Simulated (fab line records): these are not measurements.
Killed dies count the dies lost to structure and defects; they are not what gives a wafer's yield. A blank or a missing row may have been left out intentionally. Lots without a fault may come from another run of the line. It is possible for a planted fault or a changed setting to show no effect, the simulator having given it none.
Chamber matching | flow n5Finfet | 4 sister chambers for N5_BEOL_M6_STRIP_19 on rieDiel-05
The step strips in O2. 22 wafers are shown with their chamber, then 11 later ones without.

WAFERS PAIRED WITH THEIR CHAMBERS
wafer  | chamber | showerheadPlenumPTorr (Torr) | throttleValvePct (%) | oesProductAu (a.u.)
L076.2 | 3       | 2.07                         | 16.76                | 0.73
L076.4 | 0       | 2.08                         | 17.17                | 0.67
L076.6 | 2       | 2.18                         | 16.72                | 0.71
L079.1 | 3       | 2.07                         | 16.76                | 0.73
L079.4 | 3       | 2.07                         | 16.75                | 0.73
L079.5 | 0       | 2.08                         | 17.17                | 0.68
L080.1 | 0       | 2.08                         | 17.17                | 0.67
L080.3 | 3       | 2.07                         | 16.76                | 0.73
L080.6 | 0       | 2.08                         | 17.16                | 0.67
L082.3 | 0       | 2.08                         | 17.18                | 0.68
L082.5 | 2       | 2.18                         | 16.73                | 0.70
L082.6 | 3       | 2.07                         | 16.77                | 0.72
L085.4 | 1       | 2.22                         | 16.46                | 0.97
L085.5 | 1       | 2.22                         | 16.44                | 0.96
L085.6 | 2       | 2.18                         | 16.74                | 0.70
L088.2 | 3       | 2.06                         | 16.81                | 0.71
L088.3 | 1       | 2.22                         | 16.47                | 0.94
L088.4 | 1       | 2.22                         | 16.48                | 0.94
L090.3 | 3       | 2.06                         | 16.83                | 0.70
L090.4 | 3       | 2.06                         | 16.80                | 0.70
L090.5 | 2       | 2.18                         | 16.77                | 0.69
L093.3 | 2       | 2.17                         | 16.76                | 0.70

SIGNATURES (means of the wafers above)
reading               | chamber 0 | chamber 1 | chamber 2 | chamber 3 | scatter within a chamber
showerheadPlenumPTorr | 2.0800    | 2.2200    | 2.1780    | 2.0663    | 0.00386
throttleValvePct      | 17.1700   | 16.4625   | 16.7440   | 16.7800   | 0.0221
oesProductAu          | 0.6740    | 0.9525    | 0.7000    | 0.7188    | 0.0113
Rule: distance of a wafer from a chamber = root of the sum over the readings of ((wafer's reading minus chamber's mean) / reading's scatter) squared. The wafer belongs to the nearest chamber; if the next one is less than 2 further off, it can't be placed. The scatter: take each reading less its chamber's mean, square it, sum over the shown wafers, divide by the number of wafers less the number of chambers, and take the root.

WAFERS WHOSE CHAMBER IS MISSING
wafer  | showerheadPlenumPTorr (Torr) | throttleValvePct (%) | oesProductAu (a.u.)
L093.4 | 2.17                         | 16.75                | 0.71
L093.6 | 2.22                         | 16.46                | 0.92
L095.1 | 2.21                         | 16.50                | 0.90
L095.4 | 2.06                         | 16.84                | 0.70
L095.5 | 2.21                         | 16.49                | 0.89
L097.1 | 2.21                         | 16.48                | 0.90
L097.2 | 2.07                         | 16.73                | 0.97
L097.3 | 2.17                         | 16.27                | 0.98
L097.4 | 2.06                         | 16.82                | 0.70
L097.5 | 2.06                         | 16.84                | 0.71
L097.6 | 2.07                         | 16.73                | 0.97

EACH ONE'S CHAMBER
wafer  | from the rows above | in truth
L093.4 | 2                   | 2
L093.6 | 1                   | 1
L095.1 | 1                   | 1
L095.4 | 3                   | 3
L095.5 | 1                   | 1
L097.1 | 1                   | 1
L097.2 | 3                   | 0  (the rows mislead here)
L097.3 | 1                   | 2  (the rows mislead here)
L097.4 | 3                   | 3
L097.5 | 3                   | 3
L097.6 | 3                   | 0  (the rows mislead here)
Placed correctly: 8 of 11. Can't be placed from these rows: 0. Number placed wrongly: 3.
